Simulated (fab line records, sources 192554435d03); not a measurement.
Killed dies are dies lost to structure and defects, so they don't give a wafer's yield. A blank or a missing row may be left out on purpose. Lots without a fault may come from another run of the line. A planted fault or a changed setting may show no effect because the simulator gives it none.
Chamber matching | flow n5_finfet | N5_BEOL_M0_STRIP_104 on rie_diel-02: 4 sister chambers
The step strips in N2/H2. 24 wafers are shown with their chamber, then 12 later ones without.

WAFERS WITH THEIR CHAMBER
wafer  | chamber | drypump_motor_current_A (A) | throttle_valve_pct (%) | showerhead_plenum_p_Torr (Torr)
L074.1 | 3       | 6.1                         | 23.48                  | 2.50
L074.2 | 2       | 6.2                         | 23.16                  | 2.50
L074.5 | 2       | 6.2                         | 23.16                  | 2.50
L075.3 | 2       | 6.2                         | 23.15                  | 2.50
L075.4 | 2       | 6.2                         | 23.16                  | 2.50
L075.5 | 1       | 5.4                         | 23.27                  | 2.47
L079.2 | 1       | 5.4                         | 23.34                  | 2.47
L079.3 | 2       | 6.2                         | 23.19                  | 2.50
L079.4 | 3       | 6.1                         | 23.55                  | 2.50
L080.2 | 3       | 6.1                         | 23.52                  | 2.50
L080.3 | 1       | 5.4                         | 23.32                  | 2.47
L080.4 | 0       | 6.3                         | 23.54                  | 2.47
L081.1 | 1       | 5.4                         | 23.36                  | 2.47
L081.3 | 3       | 6.1                         | 23.53                  | 2.50
L081.6 | 3       | 6.1                         | 23.50                  | 2.50
L083.2 | 0       | 6.2                         | 23.56                  | 2.47
L083.3 | 3       | 6.1                         | 23.49                  | 2.49
L083.6 | 2       | 6.2                         | 23.19                  | 2.49
L085.1 | 1       | 5.4                         | 23.37                  | 2.46
L085.2 | 3       | 6.1                         | 23.53                  | 2.49
L085.6 | 0       | 6.2                         | 23.55                  | 2.47
L084.3 | 1       | 5.4                         | 23.34                  | 2.46
L084.5 | 1       | 5.4                         | 23.37                  | 2.46
L084.6 | 0       | 6.2                         | 23.58                  | 2.47

SIGNATURES (means of the wafers above)
reading                  | chamber 0 | chamber 1 | chamber 2 | chamber 3 | scatter within a chamber
drypump_motor_current_A  | 6.225     | 5.400     | 6.200     | 6.100     | 0.0194
throttle_valve_pct       | 23.5575   | 23.3386   | 23.1683   | 23.5143   | 0.0261
showerhead_plenum_p_Torr | 2.4700    | 2.4657    | 2.4983    | 2.4971    | 0.00446
Rule: a wafer's distance from a chamber is the root of the sum, over the readings, of the square of ((its reading less the chamber's mean) divided by the reading's scatter). The wafer belongs to the nearest chamber; if the next one is less than 2 further off, it can't be placed. The scatter: the root of (the sum of the squares of (reading less its chamber's mean) over the shown wafers, divided by (wafers less chambers)).

WAFERS WITHOUT THEIR CHAMBER
wafer  | drypump_motor_current_A (A) | throttle_valve_pct (%) | showerhead_plenum_p_Torr (Torr)
L089.2 | 6.2                         | 23.21                  | 2.49
L089.5 | 6.2                         | 23.21                  | 2.49
L089.6 | 5.4                         | 23.36                  | 2.46
L092.1 | 5.4                         | 23.37                  | 2.46
L092.2 | 6.2                         | 23.58                  | 2.46
L092.5 | 5.4                         | 23.37                  | 2.46
L094.2 | 6.1                         | 23.54                  | 2.48
L094.3 | 6.2                         | 23.59                  | 2.46
L094.4 | 5.4                         | 23.39                  | 2.46
L097.2 | 5.4                         | 23.40                  | 2.45
L097.4 | 6.1                         | 23.56                  | 2.48
L097.5 | 6.1                         | 23.55                  | 2.48

WHICH CHAMBER EACH WENT THROUGH
wafer  | from the rows above | in truth
L089.2 | 2                   | 2
L089.5 | 2                   | 2
L089.6 | 1                   | 1
L092.1 | 1                   | 1
L092.2 | 0                   | 0
L092.5 | 1                   | 1
L094.2 | 3                   | 3
L094.3 | 0                   | 0
L094.4 | 1                   | 1
L097.2 | 1                   | 1
L097.4 | 3                   | 3
L097.5 | 3                   | 3
Placed correctly: 12 of 12. Can't be placed from these rows: 0. Placed wrongly: 0.
